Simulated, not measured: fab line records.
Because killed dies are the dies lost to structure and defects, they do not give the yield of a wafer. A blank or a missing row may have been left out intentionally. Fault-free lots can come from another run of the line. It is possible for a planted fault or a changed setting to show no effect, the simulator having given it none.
Chamber matching -- flow n5_finfet -- N5_SD_EPI_N_DESCUM_14 on rie_diel-04 has 4 sister chambers
The step chemistry O2, time 7.9 s. 18 wafers are shown with their chamber, then 9 later ones without.

WAFERS WITH THEIR CHAMBER
wafer,chamber,showerhead_plenum_p_Torr (Torr),oes_product_au (a.u.),throttle_valve_pct (%)
L083.1,0,2.22,0.94,20.45
L083.5,1,2.14,0.71,20.47
L083.6,2,2.20,0.87,20.26
L084.3,3,1.99,0.71,20.18
L084.4,1,2.14,0.71,20.45
L084.6,3,1.99,0.70,20.18
L085.1,2,2.20,0.87,20.26
L085.3,1,2.14,0.71,20.46
L085.5,3,1.99,0.70,20.19
L088.1,0,2.22,0.92,20.48
L088.4,1,2.14,0.71,20.48
L088.5,0,2.22,0.94,20.47
L089.1,0,2.21,0.92,20.48
L089.4,2,2.20,0.86,20.28
L089.6,3,1.99,0.69,20.19
L090.3,2,2.20,0.86,20.27
L090.4,1,2.14,0.70,20.48
L090.6,2,2.20,0.86,20.27

SIGNATURES (means of the wafers above)
reading,chamber 0,chamber 1,chamber 2,chamber 3,scatter within a chamber
showerhead_plenum_p_Torr,2.2175,2.1400,2.2000,1.9900,0.00231
oes_product_au,0.9300,0.7080,0.8640,0.7000,0.00756
throttle_valve_pct,20.4700,20.4680,20.2680,20.1850,0.0109
Rule: for each reading, subtract the chamber's mean from the wafer's reading, divide by that reading's scatter and square the result; add these up over the readings and take the root, which gives the wafer's distance from the chamber. The wafer belongs to the nearest chamber; if the next one is less than 2 further off, it can't be placed. How the scatter is found: for the shown wafers, subtract from each reading the mean of its chamber, square and add these, divide the total by (wafers less chambers), then take the root.

WAFERS WITH NO CHAMBER GIVEN
wafer,showerhead_plenum_p_Torr (Torr),oes_product_au (a.u.),throttle_valve_pct (%)
L091.2,2.14,0.70,20.48
L091.3,1.98,0.69,20.22
L091.5,2.14,0.70,20.48
L092.1,2.21,0.90,20.49
L092.2,1.98,0.68,20.21
L092.5,1.98,0.69,20.22
L095.2,2.19,0.83,20.31
L095.5,2.19,0.83,20.29
L095.6,1.98,0.68,20.21

EACH ONE'S CHAMBER
wafer,from the rows above,in truth
L091.2,1,1
L091.3,3,3
L091.5,1,1
L092.1,0,0
L092.2,3,3
L092.5,3,3
L095.2,2,2
L095.5,2,2
L095.6,3,3
Correctly placed: 9 of 9. Can't be placed from these rows: 0. Placed wrongly: 0.
